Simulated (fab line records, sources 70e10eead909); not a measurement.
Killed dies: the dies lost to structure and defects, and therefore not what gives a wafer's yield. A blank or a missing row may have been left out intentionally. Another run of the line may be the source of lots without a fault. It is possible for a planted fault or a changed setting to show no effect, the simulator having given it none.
Which tool is to blame? / flow nandHarc / 6 lots with 18 wafers sampled at 4 steps, on a route of 1159 steps

== WHAT THE GAUGES READ, wafer by wafer ==
NHARC_THIN_TSV_THK_MEAS_02: measures by ir.
lot=L418; measured=day 18 22:32; on=filmMetro-02; thkNm (nm)=2754 2916 3105
lot=L423; measured=day 19 21:14; on=filmMetro-01; thkNm (nm)=3056 3044 2850
lot=L424; measured=day 20 17:05; on=filmMetro-01; thkNm (nm)=5733 6069 6239
lot=L434; measured=day 23 11:22; on=filmMetro-01; thkNm (nm)=3122 3410 3464
lot=L437; measured=day 24 04:19; on=filmMetro-02; thkNm (nm)=2915 3158 2994
lot=L436; measured=day 24 11:40; on=filmMetro-01; thkNm (nm)=2820 3031 2626

== TOOL THAT RAN EACH LOT (tool first, then ch and the chambers of the sampled wafers, then the start) ==
lot=L418; NHARC_A_BONDPAD_DEP_00=pecvd-01 ch 1,2, day 18 05:56; NHARC_A_BONDPAD_ETCH_24=rieDiel-05 ch 0,1,3, day 18 22:16 or earlier; NHARC_THIN_TSV_CMP_01=cmp-01 ch 1,2,3, day 18 22:16
lot=L423; NHARC_A_BONDPAD_DEP_00=pecvd-02 ch 0,1, day 19 04:56; NHARC_A_BONDPAD_ETCH_24=rieDiel-02 ch 1,2, day 19 20:58 or earlier; NHARC_THIN_TSV_CMP_01=cmp-02 ch 1,2, day 19 20:58
lot=L424; NHARC_A_BONDPAD_DEP_00=pecvd-02 ch 0,2, day 20 00:29; NHARC_A_BONDPAD_ETCH_24=rieDiel-02 ch 2,3, day 20 16:53 or earlier; NHARC_THIN_TSV_CMP_01=cmp-02 ch 1,2,3, day 20 16:53
lot=L434; NHARC_A_BONDPAD_DEP_00=pecvd-03 ch 0,1, day 22 19:59; NHARC_A_BONDPAD_ETCH_24=rieDiel-02 ch 0,1,3, day 23 11:06 or earlier; NHARC_THIN_TSV_CMP_01=cmp-03 ch 0,1,2, day 23 11:06
lot=L437; NHARC_A_BONDPAD_DEP_00=pecvd-01 ch 1, day 23 05:56; NHARC_A_BONDPAD_ETCH_24=rieDiel-02 ch 1,2,3, day 24 04:03 or earlier; NHARC_THIN_TSV_CMP_01=cmp-02 ch 0,1,3, day 24 04:03
lot=L436; NHARC_A_BONDPAD_DEP_00=pecvd-02 ch 0,2, day 23 18:29; NHARC_A_BONDPAD_ETCH_24=rieDiel-02 ch 0,2, day 24 11:24 or earlier; NHARC_THIN_TSV_CMP_01=cmp-03 ch 1,2,3, day 24 11:24
- NHARC_A_BONDPAD_DEP_00: deposits SiCN, target thk 250 nm.
- NHARC_A_BONDPAD_ETCH_24: etches the open film in CF4/N2, target depth 30 nm, time 72.99 s.
- NHARC_THIN_TSV_CMP_01: polishes.

== THE ANSWER, worked out from the rows above alone ==
Rule: the usual values come from the lots themselves. Put in order of their means at a reading, lots are off if they are a third of the lots or fewer, leave a main group of 4 or more, and stand apart from it by a gap of 3 or more times the standard deviation of the main group's means; of several such gaps the widest counts. A main group is skipped when, at the precision printed for the reading in the tables above, its means are all equal. Also off: a lot with no number at a reading for which 4 or more lots have one. The other lots that the step has rows for count as sound.
Off: L424, at NHARC_THIN_TSV_THK_MEAS_02 (thkNm). The main group has a mean of 3018 nm with a standard deviation of 1.7e+02.
A tool fits if, at a process step before that reading, it ran every lot that is off, and no sound lot after the first of them. Those tools and the gauges at NHARC_THIN_TSV_THK_MEAS_02 are tried in the same way. NHARC_A_BONDPAD_ETCH_24: start missing for some lots; hours and lot order therefore follow NHARC_THIN_TSV_CMP_01. No candidate that was tried fits.

== WHAT THE SIMULATOR HAD PUT IN ==
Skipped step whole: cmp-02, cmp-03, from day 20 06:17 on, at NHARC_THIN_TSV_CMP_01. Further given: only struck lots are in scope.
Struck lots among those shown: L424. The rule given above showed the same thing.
